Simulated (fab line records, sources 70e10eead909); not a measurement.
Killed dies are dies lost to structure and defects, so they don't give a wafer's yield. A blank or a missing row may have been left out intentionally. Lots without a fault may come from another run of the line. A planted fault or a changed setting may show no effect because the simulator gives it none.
Which tool was responsible? | flow nand harc | 41 wafers from 14 lots sampled at 5 of the route's 1302 steps

== WHAT THE GAUGES READ, wafer by wafer ==
NHARC_A_CHANNEL_FILL_D1_INSPECT_13. Usual: raw defect count 355, standard deviation 140.
lot  | measured     | on                | raw defect count | flag
L357 | day 10 16:13 | defect inspect-02 | 441 656 434      |
L358 | day 11 07:19 | defect inspect-01 | 232 188 276      |
L359 | day 11 21:22 | defect inspect-01 | 130 271 338      |
L362 | day 12 17:20 | defect inspect-01 | 258 458 227      |
L363 | day 13 18:33 | defect inspect-01 | 286 281 270      |
L364 | day 13 14:53 | defect inspect-01 | 230 228 233      |
L367 | day 14 17:28 | defect inspect-01 | 407 388 499      |
L372 | day 16 20:30 | defect inspect-02 | 451 236 379      |
L371 | day 16 20:29 | defect inspect-02 | 314 649 564      |
L373 | day 17 11:45 | defect inspect-01 | 280 385 340      |
L375 | day 18 14:24 | defect inspect-01 | 344 327          |
L376 | day 18 23:35 | defect inspect-02 | 389 370 353      |
L377 | day 19 08:57 | defect inspect-01 | 365 348 396      |
L380 | day 20 15:22 | defect inspect-01 | 673 206 402      |

NHARC_END_SORT_01. Usual: killed at array 63, standard deviation 18; killed at other 1.1, standard deviation 1.3; killed at periphery 4.3, standard deviation 2.8; killed dies 68, standard deviation 18; killed open 3.3, standard deviation 2; killed short 2.4, standard deviation 1.6.
lot  | measured     | on        | killed at array | killed at other | killed at periphery | killed dies | killed open | killed short | flag
L371 | day 32 17:50 | prober-01 | 68              | 2               | 6                   | 76          | 10          | 2            | OFF
L375 | day 33 07:05 | prober-02 | 670 673         | 1 1             | 6 3                 | 677 677     | 3 5         | 6 3          | OFF
L376 | day 33 07:53 | prober-01 | 676 675 677     | 0 0 0           | 1 2 0               | 677 677 677 | 6 2 2       | 2 1 2        | OFF

== WHICH TOOL RAN EACH LOT (tool, then ch and the chambers of the sampled wafers, then the start) ==
lot  | NHARC_A_CHANNEL_FILL_D1_ALD_15                 | NHARC_A_DECK1_JOINT_CMP_13    | NHARC_A_DECK1_JOINT_CVD_34
L357 | ald sin batch-02 ch 0, day 10 16:13 or earlier | cmp-02 ch 1,2,3, day 11 02:34 | lpcvd-02 ch 0, day 11 06:19
L358 | ald sin batch-02 ch 0, day 11 07:19 or earlier | cmp-04 ch 0,2,3, day 11 21:28 | lpcvd-01 ch 0, day 12 01:13
L359 | ald sin batch-02 ch 0, day 11 21:22 or earlier | cmp-03 ch 0,1,3, day 12 07:49 | lpcvd-01 ch 0, day 12 11:32
L362 | ald sin batch-02 ch 0, day 11 01:50            | cmp-02 ch 0,1,3, day 13 03:45 | lpcvd-01 ch 0, day 13 07:28
L363 | ald sin batch-01 ch 0, day 13 18:33 or earlier | cmp-02 ch 0,1,3, day 14 04:56 | lpcvd-01 ch 1, day 14 08:40
L364 | ald sin batch-03 ch 0, day 13 14:53 or earlier | cmp-03 ch 0,1,2, day 14 01:37 | lpcvd-01 ch 1, day 14 05:23
L367 | ald sin batch-03 ch 0, day 14 17:28 or earlier | cmp-02 ch 1,3, day 15 03:37   | lpcvd-01 ch 1, day 15 07:23
L372 | ald sin batch-03 ch 0, day 16 20:30 or earlier | cmp-02 ch 1,2,3, day 17 06:50 | lpcvd-01 ch 1, day 17 10:34
L371 | ald sin batch-02 ch 0, day 16 20:29 or earlier | cmp-03 ch 0,1,3, day 17 06:50 | lpcvd-01 ch 0, day 17 10:34
L373 | ald sin batch-01 ch 0, day 17 11:45 or earlier | cmp-02 ch 1,3, day 17 22:19   | lpcvd-01 ch 0, day 18 04:17
L375 | ald sin batch-02 ch 0, day 18 14:24 or earlier | cmp-03 ch 0, day 19 01:15     | lpcvd-01 ch 1, day 19 04:59
L376 | ald sin batch-02 ch 0, day 18 23:35 or earlier | cmp-04 ch 0,2,3, day 19 09:56 | lpcvd-01 ch 1, day 19 13:42
L377 | ald sin batch-01 ch 0, day 19 08:57 or earlier | cmp-04 ch 0,2,3, day 19 19:20 | lpcvd-01 ch 0, day 19 23:05
L380 | ald sin batch-01 ch 0, day 20 15:22 or earlier | cmp-03 ch 1,2,3, day 21 05:01 | lpcvd-01 ch 0, day 21 08:47
- NHARC_A_CHANNEL_FILL_D1_ALD_15: deposits SiNx, target thk 2 nm, pulse time 60 s, ald cycles 19.
- NHARC_A_DECK1_JOINT_CMP_13: polishes, target thk 51.023 nm.
- NHARC_A_DECK1_JOINT_CVD_34: deposits SiNx, target thk 20 nm.

== AS READ BY THE TOOLS THEMSELVES (means over the sampled wafers that have a number; for cases with no such wafer, the mark the record gives instead) ==
NHARC_A_CHANNEL_FILL_D1_ALD_15. Usual: precursor pulse height rel 0.998, standard deviation 0.02.
lot  | tool             | precursor pulse height rel | flag
L357 | ald sin batch-02 | 1.002                      |
L358 | ald sin batch-02 | 0.975                      |
L359 | ald sin batch-02 | 0.972                      |
L362 | ald sin batch-02 | 1.036                      |
L363 | ald sin batch-01 | 0.993                      |
L364 | ald sin batch-03 | 0.992                      |
L367 | ald sin batch-03 | 0.991                      |
L372 | ald sin batch-03 | 1.004                      |
L371 | ald sin batch-02 | 0.995                      |
L373 | ald sin batch-01 | 0.994                      |
L375 | ald sin batch-02 | 0.992                      |
L376 | ald sin batch-02 | 0.994                      |
L377 | ald sin batch-01 | 1.005                      |
L380 | ald sin batch-01 | 1.001                      |

NHARC_A_DECK1_JOINT_CMP_13. Usual: motor current A 12.6 A, standard deviation 0.97; time to endpoint s 8.5 s, standard deviation 2.4.
lot  | tool   | motor current A (A) | time to endpoint s (s) | flag
L357 | cmp-02 | 13.0                | 9.1                    |
L358 | cmp-04 | 12.3                | 7.5                    |
L359 | cmp-03 | 13.3                | 7.3                    |
L362 | cmp-02 | 12.2                | 7.9                    |
L363 | cmp-02 | 11.9                | 7.8                    |
L364 | cmp-03 | 13.0                | 12.6                   |
L367 | cmp-02 | 12.3                | 8.1                    |
L372 | cmp-02 | 12.4                | 8.7                    |
L371 | cmp-03 | 12.7                | 8.6                    |
L373 | cmp-02 | 12.1                | 6.6                    |
L375 | cmp-03 | 13.1                | 10.9                   |
L376 | cmp-04 | 12.3                | 10.0                   |
L377 | cmp-04 | 12.2                | 10.1                   |
L380 | cmp-03 | 12.6                | 7.3                    |

NHARC_A_DECK1_JOINT_CVD_34. Usual: pressure mtorr 300.1 mTorr, standard deviation 0.62; spike tc bottom C 720 C, standard deviation 4; spike tc centre C 701.0 C, standard deviation 1.3.
lot  | tool     | pressure mtorr (mTorr) | spike tc bottom C (C) | spike tc centre C (C) | flag
L357 | lpcvd-02 | 300.2                  | 721                   | 701.6                 |
L358 | lpcvd-01 | 299.4                  | 722                   | 701.3                 |
L359 | lpcvd-01 | 299.9                  | 725                   | 700.1                 |
L362 | lpcvd-01 | 300.5                  | 723                   | 701.0                 |
L363 | lpcvd-01 | 299.4                  | 715                   | 700.5                 |
L364 | lpcvd-01 | 299.8                  | 714                   | 700.6                 |
L367 | lpcvd-01 | 300.2                  | 714                   | 700.3                 |
L372 | lpcvd-01 | 300.6                  | 715                   | 700.2                 |
L371 | lpcvd-01 | 300.3                  | 724                   | 700.9                 |
L373 | lpcvd-01 | 300.5                  | 724                   | 701.7                 |
L375 | lpcvd-01 | -                      | -                     | -                     | OFF
L376 | lpcvd-01 | -                      | -                     | -                     | OFF
L377 | lpcvd-01 | 300.9                  | 723                   | 701.8                 |
L380 | lpcvd-01 | 299.1                  | 723                   | 700.9                 |

== THE ANSWER, worked out from the rows above alone ==
Rule: take the mean of a lot's wafers that have a number; if it is more than 3 standard deviations from the usual mean, the lot is off. Also off: a lot with no number at a reading for which 4 or more lots have one. Where the step has rows for the other lots, those lots are counted as sound. Order of review: gauges by route order, followed by the tools' own readings, for which a lot's mean as printed above is used. At the first step where some lot is off, the reading lying furthest off is the one used; lots without a number count as furthest.
Off: L375, L376 (NHARC_END_SORT_01, killed at array). Neither off nor sound, because the step has no rows for them: L357, L358, L359, L362, L363, L364, L367, L372, L373, L377, L380.
A tool fits if, at a process step before that reading, it ran every lot that is off, and no sound lot after the first of them. Not tried: the gauges at NHARC_END_SORT_01; whatever is off there is also off at NHARC_A_DECK1_JOINT_CVD_34, on other tools, and gauge error can't account for it. Because NHARC_A_CHANNEL_FILL_D1_ALD_15 lacks a start for some lots, the hours and order of its lots are taken from NHARC_A_CHANNEL_FILL_D1_INSPECT_13. Can't be told from this: 2 tools fit, ald sin batch-02 at NHARC_A_CHANNEL_FILL_D1_ALD_15, lpcvd-01 at NHARC_A_DECK1_JOINT_CVD_34.

== WHAT THE SIMULATOR PUT IN ==
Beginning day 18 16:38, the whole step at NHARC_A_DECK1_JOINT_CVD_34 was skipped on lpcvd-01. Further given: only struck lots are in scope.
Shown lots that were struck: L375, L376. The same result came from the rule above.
